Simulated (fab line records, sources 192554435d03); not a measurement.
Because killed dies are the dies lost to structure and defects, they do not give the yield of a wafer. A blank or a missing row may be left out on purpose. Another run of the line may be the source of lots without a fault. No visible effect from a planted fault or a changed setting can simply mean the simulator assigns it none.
Split-lot study -- flow n5Finfet -- route with 1938 steps; 7 lots, 21 wafers read

THE SPLIT ITSELF
At N5_BEOL_M10_COAT_64 (time 60 s, resist thk 30 nm), the setting spinRpm was moved away from the recipe's 1500 rpm on 4 of the 21 wafers read, by -9.4% to +9.6%. For the rest of the wafers, this setting stayed at what the recipe calls for.

The split's own step is where the reading is taken.

THE READING
SiARC_of_BEOL_M10_COAT_64.thkNm (the simulator's own value, which no gauge read), in nm, at N5_BEOL_M10_COAT_64 (time 60 s, resist thk 30 nm). No usual value for it is given in the file. Here, 17 wafers ran the recipe; their average is 30.0 nm with a standard deviation of 0.14 nm.

wafer,"tool, chamber at the split","spinRpm as run, rpm",against the recipe,"SiARC_of_BEOL_M10_COAT_64.thkNm, nm",against lot-mates on the recipe
L076.1,"lithoTrack-03, 0",1500,recipe,30,-
L076.5,"lithoTrack-03, 0",1432,-4.5%,30.8,+0.8
L076.6,"lithoTrack-03, 0",1432,-4.5%,30.8,+0.8
L080.2,"lithoTrack-03, 0",1500,recipe,30,-
L080.4,"lithoTrack-03, 0",1500,recipe,30,-
L080.5,"lithoTrack-03, 0",1500,recipe,30,-
L081.2,"lithoTrack-01, 0",1500,recipe,30.2,-
L081.3,"lithoTrack-01, 0",1500,recipe,30.2,-
L081.4,"lithoTrack-01, 0",1500,recipe,30.2,-
L084.3,"lithoTrack-03, 0",1500,recipe,30.2,-
L084.5,"lithoTrack-03, 0",1644,+9.6%,28.8,-1.3
L084.6,"lithoTrack-03, 0",1500,recipe,30,-
L091.1,"lithoTrack-01, 0",1500,recipe,30,-
L091.4,"lithoTrack-01, 0",1500,recipe,30,-
L091.5,"lithoTrack-01, 0",1500,recipe,29.8,-
L094.1,"lithoTrack-03, 0",1500,recipe,29.8,-
L094.2,"lithoTrack-03, 0",1500,recipe,29.8,-
L094.5,"lithoTrack-03, 0",1500,recipe,29.8,-
L093.3,"lithoTrack-03, 0",1359,-9.4%,31.6,+1.6
L093.5,"lithoTrack-03, 0",1500,recipe,30,-
L093.6,"lithoTrack-03, 0",1500,recipe,30,-

FIT RESULTS
A straight line over all 21 wafers: SiARC_of_BEOL_M10_COAT_64.thkNm changes by -0.151 nm for each +1% of spinRpm; r = -0.96; the points scatter about the line by 0.15 nm.
The same after taking each lot's own level away (the mean of its wafers on the recipe; 21 wafers): -0.156 nm for each +1%; r = -0.99; scatter 0.075 nm.
Per that fit: largest spinRpm move, reading shift of 1.5 nm.
From 29.80 to 30.20 nm: that is the span of the lots' own levels, equal to 2.9 times the standard deviation above.
Consequently the slope shifts little with the lot-to-lot level, the two slopes agreeing.
Check: -1.65 nm against its lot-mates is what the line predicts for one of the wafers moved furthest among these (+9.6%) when that wafer is left out of the fit. It came out at -1.3 nm against them.

OTHER SPLITS APPLIED TO THESE WAFERS
Before the reading, these wafers also passed through other splits. Each is held against what the fit with the lots' levels taken away leaves over:
other split on the same wafers,wafers away from the commonest value,r with SiARC_of_BEOL_M10_COAT_64.thkNm (lot level and that fit taken away)
N5_BEOL_M7_COAT_05 spinRpm,5,+0.13
N5_BEOL_M8_DESCUM_33 timeS,5,-0.02
N5_BEOL_M8_ETCH_65 sourceW,6,-0.13
N5_BEOL_M9_HM_DEP_02 targetThkA,8,-0.02
N5_BEOL_M10_COAT_60 spinRpm,2,+0.22

FILE'S OWN FIT
SiARC_of_BEOL_M10_COAT_64.thkNm changes by -0.155 nm for each +1% of spinRpm, r = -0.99.
